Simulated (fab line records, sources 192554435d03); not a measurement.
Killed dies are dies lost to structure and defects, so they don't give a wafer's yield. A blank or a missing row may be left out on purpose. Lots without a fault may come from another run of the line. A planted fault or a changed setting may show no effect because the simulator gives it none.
Split-lot experiment | flow n5_finfet | 7 lots, 21 wafers read, on a route of 1938 steps

THE SPLIT
At N5_FIN_SAQP_COAT_68 (time 60 s, resist thk 100 nm), the setting spin_rpm was moved away from the recipe's 1500 rpm on 10 of the 21 wafers read, by -8.1% to +7.5%. The other wafers ran this setting at the recipe's value.

The reading is taken at the split's own step.

THE READING
SOC_of_FIN_SAQP_COAT_68.thk_nm (the simulator's own value, which no gauge read), in nm, at N5_FIN_SAQP_COAT_68 (time 60 s, resist thk 100 nm). The file gives no usual value for it. The 11 wafers here that ran the recipe average 100.1 nm, standard deviation 0.36 nm.

wafer  | tool, chamber at the split | spin_rpm as run, rpm | against the recipe | SOC_of_FIN_SAQP_COAT_68.thk_nm, nm | against lot-mates on the recipe
L078.4 | litho_track-01, 0          | 1379                 | -8.1%              | 104.8                              | +4.2
L078.5 | litho_track-01, 0          | 1379                 | -8.1%              | 105                                | +4.4
L078.6 | litho_track-01, 0          | 1500                 | recipe             | 100.6                              | -
L080.3 | litho_track-01, 0          | 1500                 | recipe             | 99.6                               | -
L080.4 | litho_track-01, 0          | 1500                 | recipe             | 99.8                               | -
L080.5 | litho_track-01, 0          | 1500                 | recipe             | 100                                | -
L081.1 | litho_track-01, 0          | 1596                 | +6.4%              | 97                                 | -2.8
L081.2 | litho_track-01, 0          | 1596                 | +6.4%              | 96.6                               | -3.2
L081.5 | litho_track-01, 0          | 1500                 | recipe             | 99.8                               | -
L084.1 | litho_track-04, 0          | 1609                 | +7.3%              | 96.4                               | -3.2
L084.4 | litho_track-04, 0          | 1500                 | recipe             | 99.6                               | -
L084.5 | litho_track-04, 0          | 1609                 | +7.3%              | 96.2                               | -3.4
L093.1 | litho_track-03, 0          | 1500                 | recipe             | 100.6                              | -
L093.3 | litho_track-03, 0          | 1500                 | recipe             | 100.4                              | -
L093.6 | litho_track-03, 0          | 1500                 | recipe             | 100.4                              | -
L096.3 | litho_track-04, 0          | 1500                 | recipe             | 100.2                              | -
L096.4 | litho_track-04, 0          | 1394                 | -7.1%              | 104.4                              | +4.2
L096.5 | litho_track-04, 0          | 1394                 | -7.1%              | 104.4                              | +4.2
L097.1 | litho_track-04, 0          | 1500                 | recipe             | 100                                | -
L097.3 | litho_track-04, 0          | 1612                 | +7.5%              | 96.6                               | -3.4
L097.6 | litho_track-04, 0          | 1612                 | +7.5%              | 96.4                               | -3.6

THE FIT
A straight line over all 21 wafers: SOC_of_FIN_SAQP_COAT_68.thk_nm changes by -0.551 nm for each +1% of spin_rpm; r = -0.99; the points scatter about the line by 0.35 nm.
The same after taking each lot's own level away (the mean of its wafers on the recipe; 21 wafers): -0.509 nm for each +1%; r = -1.00; scatter 0.24 nm.
On that fit, the largest move of spin_rpm shifts the reading by 4.1 nm.
The lots' own levels span 99.60 to 100.60 nm, that is 2.8 times the standard deviation above.
So the lot-to-lot level changes the slope little: the two slopes agree.
Check: with one of the wafers moved furthest among these (-8.1%) left out of the fit, the line predicts +4.29 nm for it against its lot-mates. It came out at +4.2 nm against them.

OTHER SPLITS ON THESE WAFERS
These wafers also went through other splits before the reading. Each is held against what the fit with the lots' levels taken away leaves over:
other split on the same wafers            | wafers away from the commonest value | r with SOC_of_FIN_SAQP_COAT_68.thk_nm (lot level and that fit taken away)
N5_WELL_APT_COAT_02 spin_rpm              | 10                                   | -0.48
N5_WELL_APT_PEB_06 peb_time_s             | 7                                    | -0.24
N5_PMOS_HMC_CHANNEL_EPI_EXPOSE_06 dose_mj | 9                                    | -0.15
N5_PMOS_HMC_CHANNEL_EPI_PEB_07 peb_time_s | 6                                    | -0.21
N5_FIN_SAQP_SPACER1_ALD_24 temp_c         | 7                                    | -0.13

THE FILE'S OWN FIT
SOC_of_FIN_SAQP_COAT_68.thk_nm changes by -0.505 nm for each +1% of spin_rpm, r = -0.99.
